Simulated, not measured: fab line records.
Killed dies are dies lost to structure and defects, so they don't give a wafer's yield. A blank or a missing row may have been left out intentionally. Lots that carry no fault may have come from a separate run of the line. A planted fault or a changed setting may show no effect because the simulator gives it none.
Chamber matching / flow n5Finfet / 3 sister chambers for N5_BEOL_M9_ETCH_61 on rieDiel-03
The step etches SiARC in CF4, target depth 39 nm, time 65 s. 14 wafers are shown with their chamber, then 4 later ones without.

EACH WAFER AND ITS CHAMBER
wafer=L074.3; chamber=3; throttleValvePct (%)=15.71; showerheadPlenumPTorr (Torr)=2.25; oesProductAu (a.u.)=0.68
wafer=L074.4; chamber=1; throttleValvePct (%)=15.40; showerheadPlenumPTorr (Torr)=2.18; oesProductAu (a.u.)=0.79
wafer=L074.5; chamber=1; throttleValvePct (%)=15.40; showerheadPlenumPTorr (Torr)=2.18; oesProductAu (a.u.)=0.80
wafer=L078.2; chamber=3; throttleValvePct (%)=15.71; showerheadPlenumPTorr (Torr)=2.24; oesProductAu (a.u.)=0.68
wafer=L078.3; chamber=1; throttleValvePct (%)=15.40; showerheadPlenumPTorr (Torr)=2.18; oesProductAu (a.u.)=0.79
wafer=L078.6; chamber=1; throttleValvePct (%)=15.43; showerheadPlenumPTorr (Torr)=2.18; oesProductAu (a.u.)=0.79
wafer=L082.1; chamber=3; throttleValvePct (%)=15.72; showerheadPlenumPTorr (Torr)=2.24; oesProductAu (a.u.)=0.68
wafer=L082.2; chamber=0; throttleValvePct (%)=16.10; showerheadPlenumPTorr (Torr)=2.14; oesProductAu (a.u.)=0.61
wafer=L082.6; chamber=0; throttleValvePct (%)=16.11; showerheadPlenumPTorr (Torr)=2.14; oesProductAu (a.u.)=0.61
wafer=L084.2; chamber=3; throttleValvePct (%)=15.75; showerheadPlenumPTorr (Torr)=2.24; oesProductAu (a.u.)=0.67
wafer=L084.4; chamber=0; throttleValvePct (%)=16.11; showerheadPlenumPTorr (Torr)=2.13; oesProductAu (a.u.)=0.59
wafer=L084.6; chamber=1; throttleValvePct (%)=15.43; showerheadPlenumPTorr (Torr)=2.18; oesProductAu (a.u.)=0.76
wafer=L091.1; chamber=0; throttleValvePct (%)=16.14; showerheadPlenumPTorr (Torr)=2.13; oesProductAu (a.u.)=0.60
wafer=L091.3; chamber=3; throttleValvePct (%)=15.74; showerheadPlenumPTorr (Torr)=2.24; oesProductAu (a.u.)=0.67

SIGNATURES, as means of the wafers listed above
reading=throttleValvePct; chamber 0=16.1150; chamber 1=15.4120; chamber 3=15.7260; scatter within a chamber=0.0173
reading=showerheadPlenumPTorr; chamber 0=2.1350; chamber 1=2.1800; chamber 3=2.2420; scatter within a chamber=0.00405
reading=oesProductAu; chamber 0=0.6025; chamber 1=0.7860; chamber 3=0.6760; scatter within a chamber=0.0109
Rule: distance of a wafer from a chamber = root of the sum over the readings of ((wafer's reading minus chamber's mean) / reading's scatter) squared. The wafer belongs to the nearest chamber; if the next one is less than 2 further off, it can't be placed. The scatter: take each reading less its chamber's mean, square it, sum over the shown wafers, divide by the number of wafers less the number of chambers, and take the root.

WAFERS WHOSE CHAMBER IS MISSING
wafer=L091.6; throttleValvePct (%)=15.44; showerheadPlenumPTorr (Torr)=2.18; oesProductAu (a.u.)=0.76
wafer=L092.4; throttleValvePct (%)=15.46; showerheadPlenumPTorr (Torr)=2.18; oesProductAu (a.u.)=0.76
wafer=L095.2; throttleValvePct (%)=15.79; showerheadPlenumPTorr (Torr)=2.23; oesProductAu (a.u.)=0.65
wafer=L095.5; throttleValvePct (%)=15.78; showerheadPlenumPTorr (Torr)=2.23; oesProductAu (a.u.)=0.65

WHICH CHAMBER EACH WENT THROUGH
wafer=L091.6; from the rows above=1; in truth=1
wafer=L092.4; from the rows above=1; in truth=1
wafer=L095.2; from the rows above=3; in truth=3
wafer=L095.5; from the rows above=3; in truth=3
4 of 4 placed correctly. Left unplaced by these rows: 0. Wrongly placed: 0.
